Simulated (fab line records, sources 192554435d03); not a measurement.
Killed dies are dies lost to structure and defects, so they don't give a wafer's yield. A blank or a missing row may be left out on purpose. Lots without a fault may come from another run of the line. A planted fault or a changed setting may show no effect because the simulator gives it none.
fab line records | flow n5_finfet
record lots=4 wafers=12 last_day=16
route steps=1938 shown SD_EPI_P@309 SD_ACTIVATION@330 ILD0@335 SDB@347 MOL_CONTACT_COAG@538 BEOL_M4@1111 PASSIVATION@1936
lots that met no fault: from a run of the same line without faults
start_h: hours from the record's first day to the start of the lot's first wafer shown | wait_h: hours since the lot's step before | " the same as in the row above | L1.1+2: a row that stands for several wafers | - no value, or no start given | * or withheld: withheld | < > ~ a bound
route shown NAME@n: a module of which the file shows steps, and the number in the route of the first | usual: mean/standard deviation of fault-free wafers | same: alike in all rows | chamber/n: place in a boat | sites: the reading at each site | _std_site: their standard deviation | _edge_site: outer sites' mean less inner sites' | radius_mm: how far each site lies from the wafer's centre | mask NAME#n: copy n | behind: the tool/chamber that last shaped the wafer | hold: why the lot was held/for how many hours/how that ended | device: the transistor (n, p or np) that didn't switch | end of line: the same wafers' tests at the end of the route | a step without rows: its recipe alone | killed: dies lost to structure and defects at the first sort, not the wafer's yield | map: a wafer's dies, x killed, . not, _ none there
set.NAME: the setting as run; set.NAME@STEP: as run at that earlier step | model.NAME: the simulator's own value behind a step, which no gauge read
lots at some steps of the route; a table a step, a row a wafer
services: from which hour (start_h, from the record's first day; less than 0 if before it) a tool's chamber was out of use, for how many hours, and why
## steps
# step N5_SD_EPI_P_STRIP_38
# recipe chemistry=N2/H2 temp_c=40 n2_flow_sccm=200 h2_flow_sccm=200 rf_frequency_hz=6e+07
# step N5_SD_EPI_P_ETCHBACK_46
# recipe chemistry=CH3F/O2 mode=anisotropic_etchback target=SiNx target_depth_a=175 stop_on=SiO2 over_etch_frac=0.3 ion_energy_ev=120 pressure_mtorr=30 source_w=395 bias_w=73 Ar_flow_sccm=150 CH3F_flow_sccm=30 O2_flow_sccm=20
# step N5_SD_EPI_P_ETCH_47
# recipe chemistry=CH3F/O2 target=SiOCN target_depth_a=250 mask_material=SOC ion_energy_ev=60 bias_w=29 pressure_mtorr=30 source_w=410 Ar_flow_sccm=150 CH3F_flow_sccm=30 O2_flow_sccm=20
# step N5_SD_EPI_P_ETCH_16
# recipe chemistry=CHF3/O2 target=SiO2 target_depth_a=50 mask_material=SOC pressure_mtorr=30 source_w=650 bias_w=170 Ar_flow_sccm=200 CHF3_flow_sccm=50 O2_flow_sccm=5 ion_energy_ev=200
# step N5_SD_EPI_P_STRIP_50
# recipe chemistry=CHF3/O2 resist=SiARC rf_frequency_hz=6e+07
# step N5_SD_EPI_P_SD_RECESS_17
# recipe chemistry=HBr/Cl2/O2 target_depth_a=391 bt_time_s=3 pressure_mtorr=10 icp_w=800 bias_w=112 HBr_flow_sccm=150 Cl2_flow_sccm=80 O2_flow_sccm=12
# step N5_SD_EPI_P_WET_ETCH_45
# recipe chemistry=dHF dilution=withheld time_s=10.7 target=SiO2 target_depth_a=20 temp_c=25 dry=ipa_marangoni rinse_time_s=30 rinse_temp_c=23
# step N5_SD_EPI_P_STRIP_40
# recipe chemistry=N2/H2 power_w=1000 temp_c=250 h2_frac=0.65 overash_fraction=0.3 pressure_mtorr=withheld n2_flow_sccm=1750 h2_flow_sccm=3250
# step N5_SD_EPI_P_PRECLEAN_52
# recipe chemistry=O3/DIW time_s=60 temp_c=22 o3_ppm=10
# step N5_SD_EPI_P_SRD_20
# recipe dry=ipa_marangoni do_ppb=5 time_s=30 temp_c=23 rinse_liquid=diw
# step N5_SD_EPI_P_PRECLEAN_51
# recipe chemistry=NF3:NH3 afs_cycles=1 temp_c=30 time_s=20 sublimation_temp_c=180 sublimation_time_s=60 pressure_torr=3 rf_power_w=30
# step N5_SD_EPI_P_VAPOR_ETCH_44
# recipe chemistry=NF3/Ar target=SiGe30 temp_c=25 time_s=3.3 mode=isotropic
# step N5_SD_EPI_P_EPI_21
# recipe material=SiGe:B dopant=B temp_c=550 pressure_torr=20 ambient=H2 time_s=355
# usual chamber_pressure_Torr=20.00/0.041
# columns lot.wafer tool chamber start_h wait_h chamber_pressure_Torr model.SiGe-B_of_SD_EPI_P_EPI_21.thk_nm
L107.1 epi_rpcvd-01 0 91.56 0.1 20.06 60.6
L107.2 " 0 " " 20.02 61
L107.4 " 0 " " 19.96 60.8
L111.1 epi_rpcvd-01 0 120.59 0.2 25.94 68.8
L111.3 " 0 " " 25.96 67.6
L111.6 " 0 122.99 2.4 25.88 68
L113.2 epi_rpcvd-01 0 131.48 0.6 25.91 67.4
L113.5 " 0 132.92 2.0 25.93 68.2
L113.6 " 0 " " 25.86 67.8
L114.3 epi_rpcvd-02 0 137.38 0.8 19.98 61.4
L114.4 " 0 " " 20.06 61.8
L114.6 " 0 " " 19.99 61
# step N5_SD_EPI_P_EPI_MEAS_23
# recipe mode=xrd
# usual thk_nm=61.0/1.2
# columns lot.wafer tool chamber start_h wait_h thk_nm
L107.1 film_metro-02 - 93.76 1.8 61.0
L107.2 " - " " 60.6
L107.4 " - " " 60.5
L111.1 film_metro-01 - 123.52 2.5 70.7
L111.3 " - " " 68.0
L111.6 " - " " 67.1
L113.2 film_metro-02 - 133.92 2.0 68.0
L113.5 " - " " 68.0
L113.6 " - " " 67.1
L114.3 film_metro-01 - 138.86 1.1 62.1
L114.4 " - " " 61.8
L114.6 " - " " 60.9
# step N5_SD_EPI_P_HM_STRIP_48
# recipe chemistry=H3PO4 temp_c=160 material=SiNx target=SiNx target_depth_a=30 overetch_fraction=0.3
# step N5_SD_EPI_P_SRD_49
# recipe dry=ipa_marangoni time_s=30 temp_c=23 rinse_liquid=diw
# step N5_SD_EPI_P_PRECLEAN_24
# recipe chemistry=O3/DIW time_s=45 temp_c=22 o3_ppm=10
# step N5_SD_EPI_P_PRECLEAN_32
# recipe chemistry=dHF time_s=10 dilution=500:1 temp_c=25
# step N5_SD_EPI_P_PRECLEAN_33
# recipe chemistry=SC2 time_s=45 temp_c=35 mix=1:1:50
# step N5_SD_EPI_P_SRD_25
# recipe time_s=30 temp_c=23 rinse_liquid=diw dry=ipa_marangoni
# step N5_SD_ACTIVATION_RTA_00
# recipe temp_c=975 time_s=0 ambient=N2 idle_temp_c=600 ramp_up_c_per_s=150 ramp_down_c_per_s=60 cool_to_c=600
# step N5_SD_ACTIVATION_LSA_01
# recipe temp_c=1080 time_s=0.0008 ambient=N2
# step N5_SD_ACTIVATION_RS_MEAS_03
# recipe thk_meas_gauge=four-point-probe
# usual RS_SD_N=21.89/0.28 RS_SD_P=56.2/0.9
# columns lot.wafer tool chamber start_h wait_h RS_SD_N[ohm/sq] RS_SD_P[ohm/sq]
L107.1 film_metro-01 - 94.37 0.2 21.66 57.3
L107.2 " - " " 21.79 57.2
L107.4 " - " " 21.62 57.3
L111.1 film_metro-02 - 124.20 0.2 21.95 46.6
L111.3 " - " " 21.82 47.6
L111.6 " - " " 21.53 47.6
L113.2 film_metro-02 - 134.54 0.2 21.56 47.1
L113.5 " - " " 21.88 46.1
L113.6 " - " " 21.88 47.0
L114.3 film_metro-02 - 139.62 0.2 21.68 56.1
L114.4 " - " " 21.51 55.4
L114.6 " - " " 21.95 56.0
# step N5_ILD0_LINER_00
# recipe material=SiNx target_thk_a=40 temp_c=400 ald_precursor_family=SiH2I2 ald_co_reactant=N2/H2-plasma pulse_time_s=1 purge_time_s=2 co_reactant_purge_time_s=2 ald_cycles=80 pressure_torr=2
# step N5_ILD0_FCVD_FILL_01
# recipe material=SiO2_flowable target_thk_a=2000 temp_c=100 pressure_torr=0.8 rf_w=2000 time_s=328.3
# step N5_ILD0_CURE_02
# recipe temp_c=450 time_s=1800 ambient=steam idle_temp_c=400 ramp_up_c_per_min=5 ramp_down_c_per_min=3 densification_p_h2o_torr=640
# step N5_ILD0_CMP_03
# recipe stop_on=SiNx t_overpolish_s=1.9 post_cmp_clean=alkaline_brush down_force_psi=4.1491 platen_rpm=51.796 pad_velocity_m_s=1.0306 target_thk_nm=197.38
# step N5_ILD0_CMP_07
# recipe stop_on=poly-Si material=SiO2_flowable t_overpolish_s=1.18 post_cmp_clean=alkaline_brush down_force_psi=4.1491 platen_rpm=51.796 pad_velocity_m_s=1.0306 target_thk_nm=138.88
# step N5_ILD0_PRECLEAN_10
# recipe chemistry=NF3:NH3 afs_cycles=5 time_s=20 temp_c=30 sublimation_temp_c=180 sublimation_time_s=60 pressure_torr=3 rf_power_w=30
# step N5_ILD0_ALD_15
# recipe material=SiNx target_thk_a=240 temp_c=400 ald_precursor_family=SiH2I2 ald_co_reactant=N2/H2-plasma pulse_time_s=1 ald_cycles=480 purge_time_s=2 co_reactant_purge_time_s=2 pressure_torr=2
# step N5_ILD0_CMP_12
# recipe stop_on=poly-Si material=SiNx t_overpolish_s=6 post_cmp_clean=alkaline_brush down_force_psi=2.5 platen_rpm=51.8 pad_velocity_m_s=1.0307 target_thk_nm=17.67
# step N5_SDB_HM_DEP_00
# recipe material=SiNx target_thk_a=400 temp_c=400 precursor=SiH4/NH3/N2 pressure_torr=1.5 rf_w=300 time_s=35.3
# step N5_SDB_COAT_03
# recipe resist=SOC temp_c=250 time_s=60 spin_rpm=1500 resist_thk_nm=100
# step N5_SDB_COAT_04
# recipe resist=SiARC temp_c=220 time_s=60 spin_rpm=1500 resist_thk_nm=18
# step N5_SDB_COAT_05
# recipe resist=CAR-ArF spin_rpm=1500 resist_thk_nm=90
# step N5_MOL_CONTACT_COAG_ETCH_110
# recipe chemistry=CF4/O2 target=Si target_depth_a=25 time_s=8 pressure_mtorr=100 source_w=200 bias_w=12 ion_energy_ev=60 Ar_flow_sccm=100 cf4_flow_sccm=100 O2_flow_sccm=10
# usual cf4_flow_sccm=99.98/0.28 drypump_motor_current_A=5.6/0.36 oes_product_au=0.79/0.1 rf_fwd_power_W=198.2/0.67 rf_vpp_V=127/3.8 showerhead_plenum_p_Torr=2.26/0.08 throttle_valve_pct=10.8/0.34
# columns lot.wafer tool chamber start_h wait_h cf4_flow_sccm drypump_motor_current_A oes_product_au rf_fwd_power_W rf_hours_counter_h rf_vpp_V showerhead_plenum_p_Torr throttle_valve_pct model.SiGe-B_of_SD_EPI_P_EPI_21.thk_nm
L107.1 rie_diel-01 2 124.78 0.0 99.98 5.9 0.70 198.1 240 122 2.11 11.3 57.8
L107.2 " 0 " " 99.72 5.8 0.66 198.4 243 127 2.28 11.2 58.2
L107.4 " 3 " " 100.31 5.6 0.80 198.6 - 130 2.24 10.5 57.8
L111.1 rie_diel-03 1 154.74 0.0 99.94 5.0 0.69 197.1 249 129 2.11 11.2 65.4
L111.3 " 0 " " 99.50 5.5 0.72 197.9 174 126 2.13 11.1 64.4
L111.6 " 0 " " 99.86 5.5 0.72 197.7 - 127 2.13 11.1 64.8
L113.2 rie_diel-03 2 164.08 0.0 99.72 6.0 0.92 198.0 32 131 2.35 10.4 64.2
L113.5 " 0 " " 99.48 5.5 0.71 199.1 - 126 2.13 11.1 65.2
L113.6 " 3 " " 99.90 5.4 0.79 197.8 - 134 2.33 10.6 64.6
L114.3 rie_diel-03 2 169.99 0.1 99.83 6.0 0.90 198.4 - 131 2.35 10.4 58.4
L114.4 " 3 " " 99.65 5.4 0.79 198.3 - 135 2.33 10.6 59
L114.6 " 2 " " 99.91 6.0 0.92 198.1 - 131 2.35 10.4 58
# step N5_BEOL_M4_RC_MEAS_101
# usual DIBL_N=37.5/2.5 DIBL_P=38/3.1 IOFF_N=0.19/0.059 IOFF_P=0.24/0.061 ION_N=679/16 ION_P=465/9.8 RS_SD_P=66.1/0.96 SS_N=72.0/0.8 SS_P=73.7/0.86 VT_N=248/4.5 VT_P=-249/3.5
# columns lot.wafer tool chamber start_h wait_h DIBL_N[mV/V] DIBL_P[mV/V] IOFF_N[nA/um] IOFF_P[nA/um] ION_N[uA/um] ION_P[uA/um] RS_SD_P[ohm/sq] SS_N[mV/dec] SS_P[mV/dec] VT_N[mV] VT_P[mV]
L107.1 prober-01 0 215.28 0.0 39.4 41 0.22 0.28 692 471 67.0 72.9 74.1 248 -248
L107.2 " 0 " " 42.2 45 0.33 0.38 704 473 66.3 73.8 75.4 241 -243
L107.4 " 0 " " 42.3 44 0.35 0.34 714 472 66.9 74.2 75.5 240 -243
L111.1 prober-01 0 251.41 0.0 34.7 37 0.16 0.27 683 483 54.8 71.0 73.1 247 -243
L111.3 " 0 " " 38.7 42 0.25 0.40 710 498 56.1 72.4 74.8 241 -239
L111.6 " 0 " " 34.1 36 0.15 0.26 683 486 55.7 71.6 73.3 248 -245
L113.2 prober-02 0 253.39 0.2 37.7 38 0.20 0.26 663 461 55.9 71.7 74.0 244 -247
L113.5 " 0 " " 35.4 36 0.16 0.21 665 463 55.2 72.1 73.4 249 -252
L113.6 " 0 " " 36.9 37 0.17 0.22 658 455 55.5 71.6 73.5 250 -249
L114.3 prober-02 0 257.34 0.3 43.9 45 0.41 0.56 724 496 66.0 73.8 75.5 236 -235
L114.4 " 0 " " 36.5 34 0.15 0.23 690 476 65.0 71.1 72.3 250 -245
L114.6 " 0 " " 36.9 34 0.17 0.24 683 472 66.2 72.2 73.3 247 -243
# step N5_PASSIVATION_PROBE_49
# usual defect_limited_yield=91.0/1.4 killed_at_M0_to_M3=35/10 killed_at_M4_up=14/5.5 killed_at_contacts=13/5.6 killed_at_front_end=41/11 killed_at_other=4/3.4 killed_dies=106/16 killed_open=68/12 killed_short=35/7.3 sort_bin_4_leakage=0.3/2.1 sort_bin_5_function=5.3/0.89 sort_bin_6_memory=3.4/0.67 sort_bin_8_speed=0.01/0.11 sort_n_pass=1070/28 sort_yield_pct=90.7/2.4
# same gross_dies=1180 killed_at_back_side=0
# columns lot.wafer tool chamber start_h wait_h defect_limited_yield[%] killed_at_M0_to_M3 killed_at_M4_up killed_at_contacts killed_at_front_end killed_at_other killed_dies killed_open killed_short sort_bin_4_leakage[%] sort_bin_5_function[%] sort_bin_6_memory[%] sort_bin_8_speed[%] sort_n_pass sort_yield_pct[%]
L107.1 prober-01 - 319.04 0.0 88.1 44 16 11 69 1 141 84 55 0 7.6 4.1 0 1039 88.1
L107.2 prober-01 - 319.09 0.1 90.3 37 13 13 50 1 114 70 42 1.9 5.9 3.1 0 1044 88.5
L107.4 prober-01 - 319.19 0.2 90.6 36 20 12 36 7 111 71 39 2.6 4.7 4.2 0 1038 88.0
L111.3 prober-02 - 372.10 0.1 92.5 15 34 12 24 3 88 62 25 0.1 4.6 2.8 0 1091 92.5
# killed by level:class
L107.1 FIN_SAQP:geometric_particle:open=18 BEOL_M0_SAQP:geometric_particle:open=17 FIN_SAQP:geometric_particle:short=16 BEOL_M0_SAQP:geometric_particle:short=15 DUMMY_GATE:geometric_particle:open=10 MOL_CONTACT_COAG:geometric_particle:open=9 GATE_CUT:geometric_particle:short=8 BEOL_M2:geometric_particle:open=8
L107.2 FIN_SAQP:geometric_particle:short=13 MOL_CONTACT_COAG:geometric_particle:open=13 BEOL_M0_SAQP:geometric_particle:short=13 FIN_SAQP:geometric_particle:open=10 BEOL_M0_SAQP:geometric_particle:open=9 GATE_CUT:geometric_particle:short=7 DUMMY_GATE:geometric_particle:open=5 GATE_CUT:geometric_particle:open=5
L107.4 BEOL_M0_SAQP:geometric_particle:short=15 MOL_CONTACT_COAG:geometric_particle:open=12 BEOL_M4:geometric_particle:open=12 FIN_SAQP:geometric_particle:open=8 GATE_CUT:geometric_particle:short=7 BEOL_M0_SAQP:geometric_particle:open=7 GATE_CUT:geometric_particle:open=5 DUMMY_GATE:geometric_particle:open=4
L111.3 BEOL_M4:geometric_particle:open=12 MOL_CONTACT_COAG:geometric_particle:open=10 DUMMY_GATE:geometric_particle:open=6 BEOL_M7:geometric_particle:open=6 BEOL_M8:geometric_particle:open=5 BEOL_M0_SAQP:geometric_particle:open=5 FIN_SAQP:geometric_particle:open=3 FIN_SAQP:geometric_particle:short=3
## services
# columns tool chamber start_h hours kind
epi_rpcvd-02 - 89.15 2.8 pm
rie_diel-01 3 91.95 1.8 repair
rie_diel-03 3 102.94 20.2 repair
rie_diel-03 2 110.03 1.3 repair
rie_diel-03 - 114.49 14.6 pm
rie_diel-01 3 120.80 2.2 repair
rie_diel-01 1 123.00 5.2 repair
rie_diel-01 0 141.30 - clean
rie_diel-01 0 141.30 - consumable_replace:focus_ring
rie_diel-01 0 141.30 18.6 scheduled_down
rie_diel-01 0 141.30 18.6 vent_cycle
rie_diel-03 1 157.81 - clean
rie_diel-03 1 157.81 - consumable_replace:focus_ring
rie_diel-03 1 157.81 - consumable_replace:showerhead
rie_diel-03 1 157.81 22.6 scheduled_down
rie_diel-03 1 157.81 22.6 vent_cycle
rie_diel-01 2 159.92 - clean
rie_diel-01 2 159.92 - consumable_replace:focus_ring
rie_diel-01 2 159.92 - consumable_replace:showerhead
rie_diel-01 2 159.92 23.7 scheduled_down
rie_diel-01 2 159.92 23.7 vent_cycle
rie_diel-03 0 167.94 1.8 repair
## key
first_sign step=N5_SD_EPI_P_EPI_21 reading=chamber_pressure_Torr direction=up sigmas=99+ usual=20.00 struck=25.91
effect step=N5_SD_EPI_P_EPI_MEAS_23 reading=thk_nm direction=up sigmas=6.2 usual=* struck=*
effect step=N5_SD_ACTIVATION_RS_MEAS_03 reading=RS_SD_P direction=down sigmas=10 usual=56.2 struck=47.0
effect step=N5_BEOL_M4_RC_MEAS_101 reading=RS_SD_P direction=down sigmas=11 usual=66.1 struck=55.5
model_effect step=N5_SD_EPI_P_EPI_21 value=SiGe-B_of_SD_EPI_P_EPI_21.thk_nm without=61.3 struck=67.97
model_effect step=N5_MOL_CONTACT_COAG_ETCH_110 value=SiGe-B_of_SD_EPI_P_EPI_21.thk_nm without=58.43 struck=64.77
met_at N5_SD_EPI_P_EPI_21
struck_wafers L111.1,L111.3,L111.6,L113.2,L113.5,L113.6
rows_end L111.6,L113.6
onset_between 91.56 120.59
fault kind=process_parameter_drift tool=epi_rpcvd-01 chamber=- onset_h=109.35 steps=N5_SD_EPI_P_EPI_21 channel=pressure_torr offset=5.8938 shape=step acts_in=these_recipes_only stated=20
# rows_end: these wafers met a further fault down the route, and their rows from its step on are left out
